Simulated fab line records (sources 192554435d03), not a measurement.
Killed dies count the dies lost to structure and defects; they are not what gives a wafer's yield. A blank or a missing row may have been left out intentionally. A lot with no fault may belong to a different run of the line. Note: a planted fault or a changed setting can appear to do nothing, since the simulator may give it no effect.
Chamber matching || flow n5 finfet || N5_BEOL_M2_PRE_CLEAN_60 on cvd co-01: 3 sister chambers
The step time 15 s. 3 wafers are shown with their chamber, then 11 later ones without.

== EACH WAFER AND ITS CHAMBER ==
{"wafer": "L087.2", "chamber": 2, "heater power w (W)": 48}
{"wafer": "L088.6", "chamber": 1, "heater power w (W)": 80}
{"wafer": "L089.1", "chamber": 0, "heater power w (W)": 81}

== WAFERS WITHOUT THEIR CHAMBER ==
{"wafer": "L089.3", "heater power w (W)": 46}
{"wafer": "L089.5", "heater power w (W)": 47}
{"wafer": "L091.1", "heater power w (W)": 81}
{"wafer": "L091.3", "heater power w (W)": 48}
{"wafer": "L091.5", "heater power w (W)": 82}
{"wafer": "L093.1", "heater power w (W)": 80}
{"wafer": "L093.3", "heater power w (W)": 47}
{"wafer": "L093.4", "heater power w (W)": 82}
{"wafer": "L095.2", "heater power w (W)": 47}
{"wafer": "L095.3", "heater power w (W)": 82}
{"wafer": "L095.5", "heater power w (W)": 49}

== EACH ONE'S CHAMBER ==
{"wafer": "L089.3", "from the rows above": 2, "in truth": 2}
{"wafer": "L089.5", "from the rows above": 2, "in truth": 2}
{"wafer": "L091.1", "from the rows above": "can't be placed: 0 or 1", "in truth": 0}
{"wafer": "L091.3", "from the rows above": 2, "in truth": 2}
{"wafer": "L091.5", "from the rows above": "can't be placed: 0 or 1", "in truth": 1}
{"wafer": "L093.1", "from the rows above": "can't be placed: 1 or 0", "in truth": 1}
{"wafer": "L093.3", "from the rows above": 2, "in truth": 2}
{"wafer": "L093.4", "from the rows above": "can't be placed: 0 or 1", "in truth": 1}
{"wafer": "L095.2", "from the rows above": 2, "in truth": 2}
{"wafer": "L095.3", "from the rows above": "can't be placed: 0 or 1", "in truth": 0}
{"wafer": "L095.5", "from the rows above": 2, "in truth": 2}
Placed correctly: 6 of 11. These rows do not allow placing 5 (true chamber among the candidates in 5). 0 placed wrongly.
How it was worked out, from the rows above alone: a wafer's distance from a chamber is the root of the sum, over the readings, of the square of ((its reading less the chamber's mean) divided by the reading's scatter). The wafer belongs to the nearest chamber; if the next one is less than 2 further off, it can't be placed. For every chamber, the mean is computed from those of its wafers that are shown. The scatter (one wafer shown for each chamber): square how far every hidden wafer sits from the nearest shown wafer, average those squares and take the square root.
